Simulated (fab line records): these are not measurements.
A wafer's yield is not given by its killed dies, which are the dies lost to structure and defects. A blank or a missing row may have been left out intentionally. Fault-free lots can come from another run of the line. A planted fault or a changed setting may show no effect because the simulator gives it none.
Which tool is to blame?    flow nand harc    10 lots, 30 wafers sampled, at 5 steps of a route of 1159

WHAT THE GAUGES READ, wafer by wafer
NHARC_A_M1_INSPECT_11.
lot   measured      on                 raw defect count
L365  day 17 22:08  defect inspect-01  24 35 27
L366  day 17 22:50  defect inspect-01  12 13 24
L367  day 18 00:41  defect inspect-01  28 25 38
L363  day 18 01:26  defect inspect-01  35 46 43
L364  day 19 01:12  defect inspect-01  30 33 17
L373  day 20 21:50  defect inspect-02  1417 1394 1385
L374  day 21 00:23  defect inspect-01  1404 1414 1400
L380  day 21 13:04  defect inspect-02  21 21 32
L379  day 21 19:28  defect inspect-01  53 48 45
L382  day 22 06:20  defect inspect-01  27 34 22

TOOL THAT RAN EACH LOT (tool first, then ch and the chambers of the sampled wafers, then the start)
lot   NHARC_A_M0_DESCUM_14                NHARC_A_M0_ETCH_34                  NHARC_A_M0_STRIP_18                 NHARC_A_M1_DEP_00
L365  rie diel-06 ch 2,3, day 17 18:11    rie diel-06 ch 1,2, day 17 18:17    rie diel-13 ch 0,1,3, day 17 18:39  pecvd-04 ch 0,2, day 17 21:23
L366  rie diel-01 ch 1,3, day 17 18:47    rie diel-01 ch 1,3, day 17 18:53    rie diel-06 ch 0,1,3, day 17 19:13  pecvd-02 ch 1,2, day 17 21:52
L367  rie diel-01 ch 1,3, day 17 20:32    rie diel-01 ch 1,2, day 17 20:38    rie diel-01 ch 2,3, day 17 21:00    pecvd-04 ch 0,1, day 17 23:43
L363  rie diel-13 ch 1,2,3, day 17 21:25  rie diel-13 ch 0,2,3, day 17 21:29  rie diel-01 ch 1,2, day 17 21:46    pecvd-01 ch 0,1, day 18 00:35
L364  rie diel-01 ch 1,2,3, day 18 16:38  rie diel-01 ch 2,3, day 18 16:45    rie diel-13 ch 2,3, day 18 17:05    pecvd-01 ch 0,1,2, day 19 00:25
L373  rie diel-13 ch 0,1,2, day 20 17:46  rie diel-13 ch 0,1,2, day 20 17:51  rie diel-01 ch 0,1,2, day 20 18:08  pecvd-01 ch 0,1,2, day 20 20:52
L374  rie diel-06 ch 0,3, day 20 20:24    rie diel-06 ch 0,3, day 20 20:29    rie diel-13 ch 0,1,2, day 20 20:50  pecvd-01 ch 0,1, day 20 23:26
L380  rie diel-06 ch 0,1, day 21 09:04    rie diel-06 ch 1,2,3, day 21 09:10  rie diel-01 ch 1,2,3, day 21 09:26  pecvd-02 ch 0,1,2, day 21 12:06
L379  rie diel-06 ch 0,1,2, day 21 15:29  rie diel-06 ch 1,2,3, day 21 15:33  rie diel-06 ch 0,3, day 21 15:50    pecvd-04 ch 0,1,2, day 21 18:35
L382  rie diel-01 ch 0,2,3, day 22 02:14  rie diel-01 ch 0,3, day 22 02:19    rie diel-01 ch 0,1, day 22 02:37    pecvd-04 ch 0,1,2, day 22 05:22
- NHARC_A_M0_DESCUM_14: chemistry O2, time 3 s.
- NHARC_A_M0_ETCH_34: etches the open film in N2/H2, target depth 40 nm, overetch 12 nm, time 43.94 s.
- NHARC_A_M0_STRIP_18: strips in N2/H2.
- NHARC_A_M1_DEP_00: deposits SiOC, target thk 182.5 nm.

THE ANSWER, worked out from the rows above alone
Rule: usual is defined by the lots themselves. Put in order of their means at a reading, lots are off if they are a third of the lots or fewer, leave a main group of 4 or more, and stand apart from it by a gap of 3 or more times the standard deviation of the main group's means; of several such gaps the widest counts. A main group whose means are all the same, to the digits that the tables above print for the reading, isn't used. A lot without any number at a reading at which 4 lots or more have one is off too. Where the step has rows for the other lots, those lots are counted as sound.
Off at NHARC_A_M1_INSPECT_11 (raw defect count): L373, L374. Main group: mean 31, sd 9.4.
If a tool, at a process step before that reading, ran all the lots that are off and no sound lot after the first of them, it fits. Gauges at NHARC_A_M1_INSPECT_11: tried the same way as those tools. One fits: NHARC_A_M1_DEP_00 on pecvd-01. Its last sound lot is L364 (day 19 00:25), its first lot that is off L373 (day 20 20:52): a fault that began between those two fits.

WHAT THE SIMULATOR HAD INSERTED
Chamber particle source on pecvd-01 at NHARC_A_M1_DEP_00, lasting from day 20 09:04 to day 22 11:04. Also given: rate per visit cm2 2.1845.
Struck lots among those shown: L373, L374. The rule above reached the same finding.
